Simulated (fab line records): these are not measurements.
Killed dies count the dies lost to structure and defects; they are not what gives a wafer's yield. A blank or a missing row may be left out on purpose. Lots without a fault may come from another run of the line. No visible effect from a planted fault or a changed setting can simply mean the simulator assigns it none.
A lot that was struck, set against a sound lot    flow n5 finfet    14 out of 1938 route steps
Sound: wafers L794.1, L794.5, L794.6. Struck: wafer L804.3. (L804.4, L804.5 of the same lot were not struck and are left out.) The cause comes at the end.
For every step that has rows: the tool of each side, followed by ch and its chambers, followed by its first start. Under that, the readings that differ: sound wafers    struck wafers    difference of the means    sigmas: that difference in standard deviations of wafers without a fault.
alike: a reading whose means differ by less than 2 such deviations, as well as words and numbers matching on both sides. not compared: withheld readings; readings where some wafer has no value; bounds like >300 that might hide an equal value; numbers whose values overlap and for which the record gives no deviation.
Wherever a step has rows on one side only, a row that says differs or no value, or a row with sigmas, the two part there. Numbers that don't overlap but have no deviation are shown without sigmas and don't part them. A reading missing from all wafers of one side parts the sides only when that side holds two or more wafers.

first, 8 steps without rows for these wafers: N5_BEOL_M14_COAT_58 (time 60 s, resist thk 89 nm); N5_BEOL_M14_COAT_04 (resist thk 800 nm); N5_BEOL_M14_EBR_06; N5_BEOL_M14_SOFTBAKE_05 (time 60 s); N5_BEOL_M14_EXPOSE_07 (exposes mask V13); N5_BEOL_M14_PEB_08 (peb time 90 s); N5_BEOL_M14_DEVELOP_09 (develop time 45 s); N5_BEOL_M14_HARDBAKE_14 (time 120 s).
N5_BEOL_M14_CD_MEAS_10: the cd target is 250 nm.
  sound on cd sem-03 ch 0, day 12 12:53; struck on cd sem-01 ch 0, day 15 14:32
  alike: cd nm
N5_BEOL_M14_OVL_MEAS_11:
  sound on overlay-01 ch 0, day 12 12:55; struck on overlay-01 ch 0, day 15 14:34
  alike: V13_OVL
N5_BEOL_M14_INSPECT_12: inspects for defects (macro).
  struck on defect inspect-02, day 15 14:35; sound on defect inspect-01, day 12 12:56
  alike: raw defect count
N5_BEOL_M14_DESCUM_15: chemistry O2, time 7.9 s.
  sound on rie diel-06 ch 2,3, day 12 12:59; struck on rie diel-06 ch 2, day 15 14:37
reading                sound           struck  difference  sigmas
oes product au (a.u.)  0.77 0.68 0.76  0.94    +0.20       +2
  alike: chamber pressure mTorr, drypump motor current A, o2 flow sccm, rf vpp V, showerhead plenum p Torr, throttle valve pct
  not compared: rf hours counter h
N5_BEOL_M14_ETCH_59: etches BARC in N2/H2, target depth 89 nm, overetch 26.7 nm, time 67.9 s.
  sound on rie diel-06 ch 2,3, day 12 13:01; struck on rie diel-06 ch 2, day 15 14:39
reading                 sound              struck  difference  sigmas
h2 flow sccm (sccm)     199.8 199.5 199.7  180.0   -19.7       -35
oes product au (a.u.)   0.65 0.58 0.65     0.81    +0.18       +2
throttle valve pct (%)  17.78 18.00 17.77  16.99   -0.86       -3
  alike: chamber pressure mTorr, drypump motor current A, rf vpp V, showerhead plenum p Torr
  not compared: rf hours counter h
N5_BEOL_M14_VIA_ETCH_16: etches SiO2 in C4F8/O2/Ar, target depth 1231.3 nm.
  sound on rie diel-06 ch 2,3, day 12 13:04; struck on rie diel-06 ch 2, day 15 14:42
reading                         sound                 struck  difference  sigmas
chamber pressure mTorr (mTorr)  20.016 20.013 20.017  19.972  -0.043      -2
oes product au (a.u.)           0.70 0.62 0.69        0.87    +0.20       +2
throttle valve pct (%)          30.96 30.81 30.95     30.37   -0.54       -2
  alike: drypump motor current A, mfc ar sccm, rf vpp V, showerhead plenum p Torr

## WHERE THEY PART
First at N5_BEOL_M14_DESCUM_15; last, within this record, at N5_BEOL_M14_VIA_ETCH_16.

WHY: what the simulator had put in
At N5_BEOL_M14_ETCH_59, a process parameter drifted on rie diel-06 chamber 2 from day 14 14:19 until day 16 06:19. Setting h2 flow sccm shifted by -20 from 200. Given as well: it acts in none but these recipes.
